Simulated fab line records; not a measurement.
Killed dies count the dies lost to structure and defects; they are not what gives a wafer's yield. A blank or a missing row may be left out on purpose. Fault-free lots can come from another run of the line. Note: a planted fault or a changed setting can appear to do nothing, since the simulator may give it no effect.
Split-lot trial    flow n5_finfet    on a route of 1938 steps: 7 lots, 39 wafers read

## THE SPLIT ITSELF
At N5_ZERO_LAYER_PECVD_02 (deposits SiO2 from SiH4/N2O, target thk 10 nm, time 6 s), the setting time_s was moved away from the recipe's 6 s on 15 of the 39 wafers read, by -53.5% to +53.4%. This setting was run at the recipe's value on the other wafers.

Reading taken at the split's own step.

## THE READING
SiO2_of_ZERO_LAYER_PECVD_02.thk_nm (the simulator's own value, which no gauge read), in nm, at N5_ZERO_LAYER_PECVD_02 (deposits SiO2 from SiH4/N2O, target thk 10 nm, time 6 s). There is no usual value for it anywhere in the file. Across the 24 wafers here that went through the recipe, the average is 9.901 nm and the standard deviation 0.14 nm.

wafer   tool, chamber at the split  time_s as run, s  against the recipe  SiO2_of_ZERO_LAYER_PECVD_02.thk_nm, nm  against lot-mates on the recipe
L076.1  pecvd-01, 0                 6                 recipe              9.897                                   -
L076.2  pecvd-01, 2                 6                 recipe              9.655                                   -
L076.3  pecvd-01, 1                 6                 recipe              9.825                                   -
L076.4  pecvd-01, 0                 6                 recipe              9.97                                    -
L076.5  pecvd-01, 2                 6                 recipe              9.735                                   -
L076.6  pecvd-01, 1                 6                 recipe              9.888                                   -
L077.1  pecvd-03, 0                 6                 recipe              9.995                                   -
L077.2  pecvd-03, 1                 3.643             -39.3%              5.961                                   -4.046
L077.3  pecvd-03, 1                 3.643             -39.3%              6.074                                   -3.933
L077.4  pecvd-03, 0                 6                 recipe              10.03                                   -
L077.5  pecvd-03, 0                 3.643             -39.3%              6.219                                   -3.788
L077.6  pecvd-03, 1                 6                 recipe              9.997                                   -
L080.1  pecvd-03, 0                 6                 recipe              9.92                                    -
L080.2  pecvd-03, 1                 9.204             +53.4%              15.03                                   +5.116
L080.3  pecvd-03, 1                 9.204             +53.4%              15.34                                   +5.426
L080.4  pecvd-03, 0                 6                 recipe              9.974                                   -
L080.5  pecvd-03, 0                 9.204             +53.4%              15.29                                   +5.376
L080.6  pecvd-03, 1                 6                 recipe              9.849                                   -
L084.1  pecvd-02, 0                 6                 recipe              10.02                                   -
L084.2  pecvd-02, 2                 4.511             -24.8%              7.285                                   -2.822
L084.3  pecvd-02, 1                 4.511             -24.8%              7.609                                   -2.498
L084.4  pecvd-02, 1                 6                 recipe              10.06                                   -
L084.5  pecvd-02, 2                 4.511             -24.8%              7.391                                   -2.716
L084.6  pecvd-02, 0                 6                 recipe              10.24                                   -
L086.1  pecvd-02, 2                 6                 recipe              9.657                                   -
L086.2  pecvd-02, 1                 6                 recipe              9.954                                   -
L086.3  pecvd-02, 0                 6                 recipe              9.914                                   -
L093.1  pecvd-02, 1                 6                 recipe              9.654                                   -
L093.2  pecvd-02, 0                 6                 recipe              10                                      -
L093.3  pecvd-02, 2                 2.792             -53.5%              4.478                                   -5.380
L093.4  pecvd-02, 0                 2.792             -53.5%              4.7                                     -5.158
L093.5  pecvd-02, 1                 2.792             -53.5%              4.394                                   -5.464
L093.6  pecvd-02, 2                 6                 recipe              9.92                                    -
L095.1  pecvd-01, 2                 6                 recipe              9.788                                   -
L095.2  pecvd-01, 0                 4.299             -28.3%              6.945                                   -2.881
L095.3  pecvd-01, 1                 6                 recipe              9.924                                   -
L095.4  pecvd-01, 0                 6                 recipe              9.766                                   -
L095.5  pecvd-01, 2                 4.299             -28.3%              7.001                                   -2.825
L095.6  pecvd-01, 1                 4.299             -28.3%              7.217                                   -2.609

THE FIT
A straight line over all 39 wafers: SiO2_of_ZERO_LAYER_PECVD_02.thk_nm changes by +0.0996 nm for each +1% of time_s; r = +1.00; the points scatter about the line by 0.14 nm.
The same after taking each lot's own level away (the mean of its wafers on the recipe; 39 wafers): +0.0999 nm for each +1%; r = +1.00; scatter 0.13 nm.
The reading moves by 5.3 nm for the largest change in time_s, on that fit.
The lots' own levels span 9.8260 to 10.1067 nm, that is 2.0 times the standard deviation above.
Consequently the slope shifts little with the lot-to-lot level, the two slopes agreeing.
Check: -5.35 nm against its lot-mates is what the line predicts for one of the wafers moved furthest among these (-53.5%) when that wafer is left out of the fit. Against them it came out at -5.38 nm.

## FILE'S OWN FIT
SiO2_of_ZERO_LAYER_PECVD_02.thk_nm changes by +0.1 nm for each +1% of time_s, r = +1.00.
